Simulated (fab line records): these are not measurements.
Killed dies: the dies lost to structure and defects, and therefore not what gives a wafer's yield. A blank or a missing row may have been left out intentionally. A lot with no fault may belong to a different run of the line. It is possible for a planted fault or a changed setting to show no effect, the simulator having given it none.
Split-lot trial :: flow n5 finfet :: 21 wafers read across 7 lots, on a route 1938 steps long

THE SPLIT ITSELF
At N5_SDB_CUT_ETCH_26 (etches Si in HBr/Cl2/O2, target depth 129.6 nm, bt time 20 s, time 51.8 s), the setting icp w was moved away from the recipe's 800 W on 7 of the 21 wafers read, by -17.7% to -13.1%. For the rest of the wafers, this setting stayed at what the recipe calls for.

The reading comes from the split's own step.

THE READING
etch.depth nm (the simulator's own value, which no gauge read), in nm, at N5_SDB_CUT_ETCH_26 (etches Si in HBr/Cl2/O2, target depth 129.6 nm, bt time 20 s, time 51.8 s). There is no usual value for it anywhere in the file. The 14 wafers here that ran the recipe average 129.8 nm, standard deviation 2.2 nm.

wafer: L080.3
tool, chamber at the split: rie si-03, 3
icp w as run, W: 658.6
against the recipe: -17.7%
etch.depth nm, nm: 116.3
against lot-mates on the recipe: -10.5

wafer: L080.5
tool, chamber at the split: rie si-03, 0
icp w as run, W: 658.6
against the recipe: -17.7%
etch.depth nm, nm: 117
against lot-mates on the recipe: -9.8

wafer: L080.6
tool, chamber at the split: rie si-03, 1
icp w as run, W: 800
against the recipe: recipe
etch.depth nm, nm: 126.8
against lot-mates on the recipe: -

wafer: L082.4
tool, chamber at the split: rie si-04, 2
icp w as run, W: 800
against the recipe: recipe
etch.depth nm, nm: 127.1
against lot-mates on the recipe: -

wafer: L082.5
tool, chamber at the split: rie si-04, 3
icp w as run, W: 800
against the recipe: recipe
etch.depth nm, nm: 129.8
against lot-mates on the recipe: -

wafer: L082.6
tool, chamber at the split: rie si-04, 0
icp w as run, W: 800
against the recipe: recipe
etch.depth nm, nm: 128.6
against lot-mates on the recipe: -

wafer: L083.3
tool, chamber at the split: rie si-04, 2
icp w as run, W: 666.7
against the recipe: -16.7%
etch.depth nm, nm: 117
against lot-mates on the recipe: -12.6

wafer: L083.4
tool, chamber at the split: rie si-04, 0
icp w as run, W: 800
against the recipe: recipe
etch.depth nm, nm: 130.4
against lot-mates on the recipe: -

wafer: L083.5
tool, chamber at the split: rie si-04, 3
icp w as run, W: 800
against the recipe: recipe
etch.depth nm, nm: 128.8
against lot-mates on the recipe: -

wafer: L084.1
tool, chamber at the split: rie si-01, 3
icp w as run, W: 800
against the recipe: recipe
etch.depth nm, nm: 131.6
against lot-mates on the recipe: -

wafer: L084.3
tool, chamber at the split: rie si-01, 2
icp w as run, W: 800
against the recipe: recipe
etch.depth nm, nm: 131.5
against lot-mates on the recipe: -

wafer: L084.4
tool, chamber at the split: rie si-01, 0
icp w as run, W: 800
against the recipe: recipe
etch.depth nm, nm: 134.7
against lot-mates on the recipe: -

wafer: L086.1
tool, chamber at the split: rie si-03, 1
icp w as run, W: 669.4
against the recipe: -16.3%
etch.depth nm, nm: 117.9
against lot-mates on the recipe: -8.4

wafer: L086.4
tool, chamber at the split: rie si-03, 2
icp w as run, W: 669.4
against the recipe: -16.3%
etch.depth nm, nm: 116
against lot-mates on the recipe: -10.3

wafer: L086.6
tool, chamber at the split: rie si-03, 2
icp w as run, W: 800
against the recipe: recipe
etch.depth nm, nm: 126.3
against lot-mates on the recipe: -

wafer: L092.1
tool, chamber at the split: rie si-04, 3
icp w as run, W: 695.2
against the recipe: -13.1%
etch.depth nm, nm: 120.9
against lot-mates on the recipe: -7.4

wafer: L092.3
tool, chamber at the split: rie si-04, 2
icp w as run, W: 695.2
against the recipe: -13.1%
etch.depth nm, nm: 115.6
against lot-mates on the recipe: -12.7

wafer: L092.4
tool, chamber at the split: rie si-04, 0
icp w as run, W: 800
against the recipe: recipe
etch.depth nm, nm: 128.3
against lot-mates on the recipe: -

wafer: L097.2
tool, chamber at the split: rie si-01, 3
icp w as run, W: 800
against the recipe: recipe
etch.depth nm, nm: 131.1
against lot-mates on the recipe: -

wafer: L097.4
tool, chamber at the split: rie si-01, 1
icp w as run, W: 800
against the recipe: recipe
etch.depth nm, nm: 130
against lot-mates on the recipe: -

wafer: L097.6
tool, chamber at the split: rie si-01, 2
icp w as run, W: 800
against the recipe: recipe
etch.depth nm, nm: 131.9
against lot-mates on the recipe: -

FIT RESULTS
A straight line over all 21 wafers: etch.depth nm changes by +0.783 nm for each +1% of icp w; r = +0.94; the points scatter about the line by 2.2 nm.
The same after taking each lot's own level away (the mean of its wafers on the recipe; 21 wafers): +0.636 nm for each +1%; r = +0.96; scatter 1.5 nm.
According to that fit, moving icp w by its largest amount changes the reading by 11 nm.
The span of the lots' own levels, 126.30 to 132.60 nm, comes to 2.8 times the standard deviation stated above.
So the lot-to-lot level changes the slope: the two fits differ.
Check: -11.5 nm against its lot-mates is what the line predicts for one of the wafers moved furthest among these (-17.7%) when that wafer is left out of the fit. Against them it came out at -10.5 nm.

OTHER SPLITS APPLIED TO THESE WAFERS
Other splits were also applied to these wafers ahead of the reading. Each is held against what the fit with the lots' levels taken away leaves over:
other split on the same wafers: N5_WELL_APT_COAT_02 spin rpm
wafers away from the commonest value: 9
r with etch.depth nm (lot level and that fit taken away): -0.15

other split on the same wafers: N5_FIN_SAQP_PEB_14 peb time s
wafers away from the commonest value: 4
r with etch.depth nm (lot level and that fit taken away): +0.02

other split on the same wafers: N5_DUMMY_GATE_COAT_28 spin rpm
wafers away from the commonest value: 6
r with etch.depth nm (lot level and that fit taken away): -0.15

other split on the same wafers: N5_SD_EPI_N_EPI_21 time s
wafers away from the commonest value: 3
r with etch.depth nm (lot level and that fit taken away): +0.45

other split on the same wafers: N5_SDB_EXPOSE_08 dose mj
wafers away from the commonest value: 6
r with etch.depth nm (lot level and that fit taken away): +0.17

other split on the same wafers: N5_SDB_ETCH_25 time s
wafers away from the commonest value: 9
r with etch.depth nm (lot level and that fit taken away): -0.24

THE WHOLE CHAIN: every reading that the file lists as answering this split, in the file's order
step: N5_SDB_CUT_ETCH_26
what it does: etches Si in HBr/Cl2/O2, target depth 129.6 nm, bt time 20 s, time 51.8 s
reading: SDB.feature depth nm (the simulator's own value, which no gauge read)
change (the file's fit): +0.656 nm for each +1% of the setting
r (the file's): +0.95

step: N5_SDB_CUT_ETCH_26
what it does: etches Si in HBr/Cl2/O2, target depth 129.6 nm, bt time 20 s, time 51.8 s
reading: etch.depth nm (the simulator's own value, which no gauge read)
change (the file's fit): +0.655 nm for each +1% of the setting
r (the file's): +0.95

THE FILE'S OWN FIT
etch.depth nm changes by +0.655 nm for each +1% of icp w, r = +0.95.
